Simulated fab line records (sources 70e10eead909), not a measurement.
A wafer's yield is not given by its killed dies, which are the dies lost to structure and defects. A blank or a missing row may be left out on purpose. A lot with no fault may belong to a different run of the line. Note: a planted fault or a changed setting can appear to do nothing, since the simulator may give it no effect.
fab line records + flow nand-harc + part 2 of 2: steps 4 to 6 of 6
record:
- lots: 21
- wafers: 63
- last-day: 33
route steps=1302 shown A_STAIRCASE@788 A_SGD_CUT@910
lots that met no fault: from a run of the same line without faults
start-h: hours from the record's opening day to when the first of the lot's shown wafers began + wait-h: hours elapsed since this lot's preceding step + " as in the row above + L1.1+2: a single row standing in for several wafers + - value missing, or start not given + * or withheld: withheld + < > ~ a bound
route shown NAME@n: NAME is a module with steps in the file, n the number in the route of the first one + usual: average and standard deviation across the fault-free wafers + same: alike in all rows + chamber/n: place in a boat + sites: the reading at each site + _std_site: how widely they spread, as a standard deviation + _edge_site: the outer-site mean with the inner-site mean subtracted + radius-mm: how far each site lies from the wafer's centre + mask NAME#n: copy n + behind: the tool/chamber that last shaped the wafer + hold: cause of the lot's hold/its duration in hours/its outcome + device: which transistor (n, p or np) failed to switch + end of line: tests of these same wafers at the route's end + step lacking rows: just its recipe + killed: not the wafer's yield, but the dies lost to structure and defects at the first sort + map: a wafer's dies, x killed, . not, _ none there
set.NAME: the setting that was run; set.NAME@STEP: the one run at that earlier step + model.NAME: the simulator's own value behind a step, which no gauge read
route steps across a sampled set of lots; one table per step, one row per wafer
services: when a tool's chamber went out of use (start-h, in hours from the record's first day, below 0 if earlier), for how many hours, and the reason
== steps ==
step: NHARC_A_STAIRCASE_DEP_471
recipe:
- target-thk-a: 1000
- temp-c: 400
- pressure-torr: 6.5
- rf-w: 900
- teos-flow-sccm: 161.4
- flow-sccm: 2650
- target-thk-nm: 100
- gas: O2
- material: SiO2
usual:
- heater-power-w: 563/88
- throttle-valve-pct: 15.9/0.5
| lot.wafer | tool     | chamber | start-h | wait-h | heater-power-w | throttle-valve-pct |
|-----------|----------|---------|---------|--------|----------------|--------------------|
| L075.3    | pecvd-02 | 0       | 432.31  | -      | 737            | 15.8               |
| L075.2    | "        | 1       | "       | "      | 566            | 15.3               |
| L075.1    | "        | 2       | "       | "      | 588            | 16.2               |
| L076.2    | pecvd-03 | 1       | 457.87  | -      | 599            | 16.7               |
| L076.5    | "        | 2       | "       | "      | 375            | 15.7               |
| L076.6    | "        | 0       | "       | "      | 699            | 15.4               |
| L077.2    | pecvd-04 | 1       | 465.37  | -      | 562            | 16.5               |
| L077.3    | "        | 2       | "       | "      | 487            | 15.8               |
| L077.5    | "        | 2       | "       | "      | 503            | 15.9               |
| L079.2    | pecvd-02 | 1       | 474.25  | -      | 591            | 15.4               |
| L079.3    | "        | 2       | "       | "      | 531            | 16.4               |
| L079.5    | "        | 0       | "       | "      | 636            | 16.0               |
| L078.3    | pecvd-02 | 2       | 474.57  | -      | 614            | 16.0               |
| L078.4    | "        | 0       | "       | "      | 767            | 16.2               |
| L078.6    | "        | 1       | "       | "      | 534            | 15.2               |
| L081.2    | pecvd-02 | 1       | 509.69  | -      | 543            | 15.4               |
| L081.1    | "        | 2       | "       | "      | 618            | 16.3               |
| L081.5    | "        | 1       | "       | "      | 541            | 15.2               |
| L082.2    | pecvd-04 | 0       | 509.79  | -      | 551            | 15.3               |
| L082.1    | "        | 1       | "       | "      | 627            | 16.8               |
| L082.6    | "        | 0       | "       | "      | 545            | 15.2               |
| L080.1    | pecvd-03 | 0       | 510.78  | -      | 677            | 15.6               |
| L080.3    | "        | 1       | "       | "      | 495            | 17.1               |
| L080.6    | "        | 1       | "       | "      | 495            | 17.1               |
| L083.3    | pecvd-04 | 2       | 514.20  | -      | 534            | 15.9               |
| L083.1    | "        | 0       | "       | "      | 478            | 15.2               |
| L083.5    | "        | 1       | "       | "      | 566            | 16.7               |
| L084.5    | pecvd-02 | 2       | 551.89  | -      | 619            | 16.4               |
| L084.6    | "        | 0       | "       | "      | 573            | 16.1               |
| L084.4    | "        | 1       | "       | "      | 545            | 15.7               |
| L086.1    | pecvd-04 | 2       | 562.41  | -      | 563            | 16.0               |
| L086.3    | "        | 1       | "       | "      | 618            | 16.6               |
| L086.6    | "        | 0       | "       | "      | 516            | 15.2               |
| L085.1    | pecvd-03 | 2       | 562.76  | -      | 442            | 15.3               |
| L085.4    | "        | 2       | "       | "      | 454            | 15.1               |
| L085.6    | "        | 1       | "       | "      | 472            | 16.0               |
| L088.4    | pecvd-03 | 0       | 584.43  | -      | 660            | 15.6               |
| L088.3    | "        | 2       | "       | "      | 457            | 15.4               |
| L088.5    | "        | 0       | "       | "      | 685            | 15.5               |
| L090.1    | pecvd-04 | 1       | 595.36  | -      | 596            | 16.8               |
| L090.4    | "        | 0       | "       | "      | 527            | 15.6               |
| L090.5    | "        | 2       | "       | "      | 592            | 16.2               |
| L092.1    | pecvd-04 | 2       | 598.04  | -      | 551            | 16.1               |
| L092.5    | "        | 0       | "       | "      | 515            | 15.4               |
| L092.4    | "        | 2       | "       | "      | 552            | 16.3               |
| L091.2    | pecvd-04 | 1       | 601.75  | -      | 619            | 17.0               |
| L091.4    | "        | 0       | "       | "      | 516            | 15.5               |
| L091.5    | "        | 2       | "       | "      | 531            | 16.2               |
| L093.1    | pecvd-02 | 2       | 637.34  | -      | 613            | 16.2               |
| L093.5    | "        | 2       | "       | "      | 619            | 16.0               |
| L093.4    | "        | 0       | "       | "      | 697            | 15.7               |
| L095.2    | pecvd-02 | 2       | 645.02  | -      | 531            | 16.3               |
| L095.3    | "        | 0       | "       | "      | 634            | 15.7               |
| L095.6    | "        | 2       | "       | "      | 526            | 16.3               |
| L097.3    | pecvd-03 | 0       | 649.12  | -      | 666            | 15.7               |
| L097.4    | "        | 2       | "       | "      | 415            | 15.6               |
| L097.6    | "        | 1       | "       | "      | 483            | 16.1               |
| L094.1    | pecvd-03 | 1       | 649.34  | -      | 432            | 16.1               |
| L094.2    | "        | 2       | "       | "      | 427            | 15.4               |
| L094.4    | "        | 2       | "       | "      | 432            | 15.5               |
| L096.1    | pecvd-03 | 1       | 662.02  | -      | 469            | 15.9               |
| L096.5    | "        | 1       | "       | "      | 466            | 16.2               |
| L096.6    | "        | 2       | "       | "      | 436            | 15.3               |
step: NHARC_A_STAIRCASE_INSPECT_155
usual:
- raw-defect-count: 376/85
| lot.wafer | tool              | chamber | start-h | wait-h | raw-defect-count |
|-----------|-------------------|---------|---------|--------|------------------|
| L075.1    | defect-inspect-02 | -       | 432.92  | 0.1    | 384              |
| L075.2    | "                 | -       | "       | "      | 432              |
| L075.3    | "                 | -       | "       | "      | 319              |
| L076.2    | defect-inspect-01 | -       | 458.43  | 0.1    | 597              |
| L076.5    | "                 | -       | "       | "      | 419              |
| L076.6    | "                 | -       | "       | "      | 406              |
| L077.2    | defect-inspect-01 | -       | 465.98  | 0.1    | 404              |
| L077.3    | "                 | -       | "       | "      | 402              |
| L077.5    | "                 | -       | "       | "      | 412              |
| L079.2    | defect-inspect-02 | -       | 474.84  | 0.1    | 295              |
| L079.3    | "                 | -       | "       | "      | 327              |
| L079.5    | "                 | -       | "       | "      | 248              |
| L078.3    | defect-inspect-02 | -       | 475.15  | 0.1    | 305              |
| L078.4    | "                 | -       | "       | "      | 360              |
| L078.6    | "                 | -       | "       | "      | 274              |
| L081.1    | defect-inspect-02 | -       | 510.28  | 0.1    | 373              |
| L081.2    | "                 | -       | "       | "      | 310              |
| L081.5    | "                 | -       | "       | "      | 283              |
| L082.1    | defect-inspect-02 | -       | 510.39  | 0.1    | 320              |
| L082.2    | "                 | -       | "       | "      | 343              |
| L082.6    | "                 | -       | "       | "      | 305              |
| L080.1    | defect-inspect-02 | -       | 511.39  | 0.1    | 377              |
| L080.3    | "                 | -       | "       | "      | 689              |
| L080.6    | "                 | -       | "       | "      | 491              |
| L083.1    | defect-inspect-01 | -       | 514.80  | 0.1    | 411              |
| L083.3    | "                 | -       | "       | "      | 371              |
| L083.5    | "                 | -       | "       | "      | 316              |
| L084.4    | defect-inspect-02 | -       | 552.42  | 0.1    | 377              |
| L084.5    | "                 | -       | "       | "      | 330              |
| L084.6    | "                 | -       | "       | "      | 360              |
| L086.1    | defect-inspect-01 | -       | 563.05  | 0.1    | 358              |
| L086.3    | "                 | -       | "       | "      | 413              |
| L086.6    | "                 | -       | "       | "      | 287              |
| L085.1    | defect-inspect-01 | -       | 563.40  | 0.1    | 335              |
| L085.4    | "                 | -       | "       | "      | 329              |
| L085.6    | "                 | -       | "       | "      | 287              |
| L088.3    | defect-inspect-01 | -       | 585.05  | 0.1    | 376              |
| L088.4    | "                 | -       | "       | "      | 377              |
| L088.5    | "                 | -       | "       | "      | 414              |
| L090.1    | defect-inspect-01 | -       | 595.94  | 0.1    | 264              |
| L090.4    | "                 | -       | "       | "      | 279              |
| L090.5    | "                 | -       | "       | "      | 295              |
| L092.1    | defect-inspect-01 | -       | 598.60  | 0.1    | 423              |
| L092.4    | "                 | -       | "       | "      | 395              |
| L092.5    | "                 | -       | "       | "      | 433              |
| L091.2    | defect-inspect-02 | -       | 602.36  | 0.1    | 412              |
| L091.4    | "                 | -       | "       | "      | 420              |
| L091.5    | "                 | -       | "       | "      | 437              |
| L093.1    | defect-inspect-02 | -       | 637.96  | 0.1    | 283              |
| L093.4    | "                 | -       | "       | "      | 322              |
| L093.5    | "                 | -       | "       | "      | 299              |
| L095.2    | defect-inspect-01 | -       | 645.63  | 0.1    | 380              |
| L095.3    | "                 | -       | "       | "      | 285              |
| L095.6    | "                 | -       | "       | "      | 383              |
| L097.3    | defect-inspect-01 | -       | 649.73  | 0.1    | 475              |
| L097.4    | "                 | -       | "       | "      | 327              |
| L097.6    | "                 | -       | "       | "      | 347              |
| L094.1    | defect-inspect-01 | -       | 649.96  | 0.1    | 221              |
| L094.2    | "                 | -       | "       | "      | 353              |
| L094.4    | "                 | -       | "       | "      | 326              |
| L096.1    | defect-inspect-02 | -       | 662.61  | 0.1    | 331              |
| L096.5    | "                 | -       | "       | "      | 476              |
| L096.6    | "                 | -       | "       | "      | 467              |
step: NHARC_A_SGD_CUT_STRIP_17
recipe:
- o2-flow-sccm: 500
- ar-flow-sccm: 0
- bias-w: 0
- chemistry: O2
usual:
- drypump-motor-current-A: 5.7/0.36
- mfc-ar-sccm: 0.017/0.018
- oes-product-au: 1.005/0.0095
- rf-vpp-V: 57.7/0.89
- showerhead-plenum-p-Torr: 3.54/0.16
- throttle-valve-pct: 17.036/0.0085
same:
- bias-w: 0
| lot.wafer | tool        | chamber | start-h | wait-h | drypump-motor-current-A | mfc-ar-sccm | oes-product-au | rf-hours-counter-h | rf-vpp-V | showerhead-plenum-p-Torr | throttle-valve-pct |
|-----------|-------------|---------|---------|--------|-------------------------|-------------|----------------|--------------------|----------|--------------------------|--------------------|
| L075.3    | rie-diel-13 | 3       | -       | -      | 5.9                     | 0.043       | 0.995          | 5                  | 57.1     | 3.47                     | 17.034             |
| L075.2    | "           | 1       | "       | "      | 6.1                     | 0           | 1.012          | 5                  | 58.6     | 3.61                     | 17.038             |
| L075.1    | "           | 2       | "       | "      | 5.1                     | 0           | 1.008          | 5                  | 57.8     | 3.60                     | 17.036             |
| L076.2    | rie-diel-12 | 2       | -       | -      | 5.3                     | 0.045       | 1.018          | 0                  | 57.6     | 3.32                     | 17.046             |
| L076.6    | "           | 0       | "       | "      | 5.9                     | 0           | 1.002          | -                  | 56.8     | 3.39                     | 17.045             |
| L076.5    | "           | 1       | "       | "      | 5.3                     | 0.030       | 1.013          | -                  | 59.1     | 3.76                     | 17.026             |
| L077.2    | rie-diel-13 | 1       | -       | -      | 6.1                     | 0           | 1.005          | 8                  | 58.6     | 3.61                     | 17.028             |
| L077.3    | "           | 0       | "       | "      | 6.1                     | 0           | 0.997          | 8                  | 58.1     | 3.31                     | 17.037             |
| L077.5    | "           | 2       | "       | "      | 5.1                     | 0           | 1.005          | -                  | 55.8     | 3.60                     | 17.034             |
| L079.2    | rie-diel-13 | 1       | -       | -      | 6.1                     | 0           | 0.998          | 8                  | 57.9     | 3.61                     | 17.042             |
| L079.3    | "           | 3       | "       | "      | 5.9                     | 0.043       | 0.982          | 8                  | 56.7     | 3.47                     | 17.040             |
| L079.5    | "           | 1       | "       | "      | 6.1                     | 0           | 0.997          | -                  | 58.3     | 3.61                     | 17.026             |
| L078.3    | rie-diel-01 | 0       | -       | -      | 5.2                     | 0.008       | 1.004          | 8                  | 58.9     | 3.68                     | 17.041             |
| L078.4    | "           | 1       | "       | "      | 5.6                     | 0.007       | 0.996          | 7                  | 57.2     | 3.56                     | 17.036             |
| L078.6    | "           | 3       | "       | "      | 5.6                     | 0.023       | 1.006          | -                  | 59.2     | 3.65                     | 17.031             |
| L081.2    | rie-diel-12 | 1       | -       | -      | 5.3                     | 0.030       | 0.997          | 3                  | 58.7     | 3.75                     | 17.025             |
| L081.1    | "           | 3       | "       | "      | 5.7                     | 0.023       | 0.991          | 3                  | 57.6     | 3.72                     | 17.027             |
| L081.5    | "           | 1       | "       | "      | 5.4                     | 0.030       | 0.993          | -                  | 59.5     | 3.75                     | 17.051             |
| L082.1    | rie-diel-13 | 1       | -       | -      | 6.1                     | 0           | 1.009          | 10                 | 57.8     | 3.61                     | 17.031             |
| L082.2    | "           | 3       | "       | "      | 6.0                     | 0.043       | 0.999          | 9                  | 58.7     | 3.47                     | 17.025             |
| L082.6    | "           | 1       | "       | "      | 6.1                     | 0           | 1.007          | -                  | 59.1     | 3.61                     | 17.035             |
| L080.3    | rie-diel-12 | 3       | -       | -      | 5.7                     | 0.023       | 0.988          | 3                  | 59.0     | 3.72                     | 17.028             |
| L080.1    | "           | 1       | "       | "      | 5.3                     | 0.030       | 0.999          | 4                  | 57.5     | 3.75                     | 17.045             |
| L080.6    | "           | 3       | "       | "      | 5.7                     | 0.023       | 0.986          | -                  | 57.0     | 3.72                     | 17.040             |
| L083.3    | rie-diel-01 | 3       | -       | -      | 5.6                     | 0.023       | 1.001          | 11                 | 56.6     | 3.65                     | 17.033             |
| L083.1    | "           | 1       | "       | "      | 5.6                     | 0.007       | 0.985          | 10                 | 59.6     | 3.56                     | 17.031             |
| L083.5    | "           | 2       | "       | "      | 6.4                     | 0           | 1.002          | -                  | 57.1     | 3.59                     | 17.034             |
| L084.4    | rie-diel-12 | 1       | -       | -      | 5.3                     | 0.030       | 0.995          | 6                  | 57.4     | 3.75                     | 17.041             |
| L084.5    | "           | 1       | "       | "      | 5.3                     | 0.030       | 0.990          | -                  | 57.2     | 3.75                     | 17.038             |
| L084.6    | "           | 2       | "       | "      | 5.4                     | 0.045       | 1.026          | -                  | 57.3     | 3.32                     | 17.040             |
| L086.3    | rie-diel-13 | 0       | -       | -      | 6.0                     | 0           | 1.012          | 2                  | 57.6     | 3.31                     | 17.053             |
| L086.1    | "           | 1       | "       | "      | 6.0                     | 0           | 1.004          | 2                  | 59.2     | 3.61                     | 17.035             |
| L086.6    | "           | 1       | "       | "      | 6.0                     | 0           | 0.999          | -                  | 58.5     | 3.61                     | 17.036             |
| L085.1    | rie-diel-12 | 3       | -       | -      | 5.7                     | 0.023       | 0.993          | 6                  | 57.5     | 3.72                     | 17.030             |
| L085.4    | "           | 0       | "       | "      | 5.9                     | 0           | 1.018          | 8                  | 57.9     | 3.38                     | 17.037             |
| L085.6    | "           | 3       | "       | "      | 5.7                     | 0.023       | 0.991          | -                  | 57.7     | 3.72                     | 17.027             |
| L088.4    | rie-diel-13 | 3       | -       | -      | 5.9                     | 0.043       | 1.014          | 3                  | 55.7     | 3.47                     | 17.052             |
| L088.3    | "           | 1       | "       | "      | 6.1                     | 0           | 1.000          | 3                  | 58.1     | 3.61                     | 17.038             |
| L088.5    | "           | 3       | "       | "      | 5.9                     | 0.043       | 1.012          | -                  | 57.4     | 3.47                     | 17.034             |
| L090.1    | rie-diel-13 | 2       | -       | -      | 5.1                     | 0           | 1.001          | 4                  | 58.1     | 3.60                     | 17.034             |
| L090.4    | "           | 0       | "       | "      | 6.0                     | 0           | 1.001          | 5                  | 55.8     | 3.31                     | 17.024             |
| L090.5    | "           | 2       | "       | "      | 5.1                     | 0           | 1.012          | -                  | 57.9     | 3.60                     | 17.036             |
| L092.4    | rie-diel-12 | 1       | -       | -      | 5.3                     | 0.030       | 1.002          | 9                  | 57.6     | 3.75                     | 17.043             |
| L092.1    | "           | 2       | "       | "      | 5.4                     | 0.045       | 1.014          | 7                  | 57.0     | 3.31                     | 17.027             |
| L092.5    | "           | 1       | "       | "      | 5.3                     | 0.030       | 1.008          | -                  | 57.8     | 3.75                     | 17.035             |
| L091.2    | rie-diel-12 | 1       | -       | -      | 5.4                     | 0.030       | 0.998          | 10                 | 57.1     | 3.75                     | 17.027             |
| L091.4    | "           | 3       | "       | "      | 5.7                     | 0.023       | 0.995          | 8                  | 58.3     | 3.72                     | 17.035             |
| L091.5    | "           | 0       | "       | "      | 5.9                     | 0           | 1.009          | -                  | 57.5     | 3.38                     | 17.032             |
| L093.1    | rie-diel-12 | 2       | -       | -      | 5.4                     | 0.045       | 1.020          | 0                  | 57.8     | 3.31                     | 17.045             |
| L093.4    | "           | 1       | "       | "      | 5.3                     | 0.030       | 1.013          | 0                  | 57.7     | 3.75                     | 17.021             |
| L093.5    | "           | 2       | "       | "      | 5.3                     | 0.045       | 1.018          | -                  | 57.2     | 3.31                     | 17.021             |
| L095.3    | rie-diel-12 | 2       | -       | -      | 5.3                     | 0.045       | 1.018          | 1                  | 57.4     | 3.31                     | 17.035             |
| L095.2    | "           | 3       | "       | "      | 5.8                     | 0.023       | 1.000          | 1                  | 58.5     | 3.72                     | 17.045             |
| L095.6    | "           | 0       | "       | "      | 5.9                     | 0           | 1.010          | -                  | 55.3     | 3.38                     | 17.039             |
| L097.3    | rie-diel-01 | 0       | -       | -      | 5.3                     | 0.008       | 1.004          | 6                  | 58.4     | 3.68                     | 17.029             |
| L097.4    | "           | 2       | "       | "      | 6.3                     | 0           | 1.008          | 8                  | 56.9     | 3.58                     | 17.041             |
| L097.6    | "           | 1       | "       | "      | 5.6                     | 0.007       | 1.001          | -                  | 57.0     | 3.55                     | 17.048             |
| L094.2    | rie-diel-13 | 2       | -       | -      | 5.1                     | 0           | 0.998          | 8                  | 58.5     | 3.60                     | 17.030             |
| L094.4    | "           | 3       | "       | "      | 5.9                     | 0.043       | 1.019          | 8                  | 56.3     | 3.46                     | 17.045             |
| L094.1    | "           | 0       | "       | "      | 6.0                     | 0           | 0.993          | 8                  | 57.5     | 3.30                     | 17.028             |
| L096.1    | rie-diel-12 | 1       | -       | -      | 5.4                     | 0.030       | 1.008          | 1                  | 57.9     | 3.75                     | 17.044             |
| L096.6    | "           | 1       | "       | "      | 5.4                     | 0.030       | 1.003          | -                  | 59.1     | 3.75                     | 17.045             |
| L096.5    | "           | 2       | "       | "      | 5.4                     | 0.045       | 1.007          | -                  | 57.0     | 3.31                     | 17.037             |
== services ==
| tool        | chamber | start-h | hours | kind   |
|-------------|---------|---------|-------|--------|
| rie-diel-07 | 1       | 348.32  | 7.1   | repair |
| rie-diel-07 | 3       | 350.71  | 6.8   | repair |
| rie-diel-05 | 0       | 352.29  | 2.8   | repair |
| rie-diel-05 | 2       | 371.79  | 6.8   | repair |
| rie-diel-07 | 0       | 395.55  | 6.7   | repair |
| rie-diel-05 | -       | 406.75  | 9.0   | pm     |
| rie-diel-03 | 3       | 414.78  | 10.4  | repair |
| rie-diel-07 | 3       | 415.93  | 18.2  | repair |
| rie-diel-03 | -       | 458.30  | 9.0   | pm     |
| rie-diel-05 | -       | 466.57  | 7.1   | repair |
| rie-diel-07 | -       | 471.20  | 9.0   | pm     |
| rie-diel-03 | 1       | 477.21  | 2.8   | repair |
| rie-diel-03 | 0       | 492.39  | 3.5   | repair |
| rie-diel-07 | 0       | 497.96  | 6.9   | repair |
| rie-diel-05 | 1       | 535.89  | 5.3   | repair |
| rie-diel-03 | -       | 537.05  | 0.6   | repair |
| rie-diel-05 | 0       | 553.50  | 2.5   | repair |
| rie-diel-07 | 2       | 560.00  | 1.7   | repair |
| rie-diel-03 | 0       | 568.97  | 94.2  | repair |
| rie-diel-05 | -       | 583.75  | 9.0   | pm     |
| rie-diel-07 | 2       | 611.94  | 6.7   | repair |
| rie-diel-07 | 1       | 616.51  | 2.3   | repair |
| rie-diel-03 | -       | 635.31  | 9.0   | pm     |
| rie-diel-07 | -       | 648.32  | 9.0   | pm     |
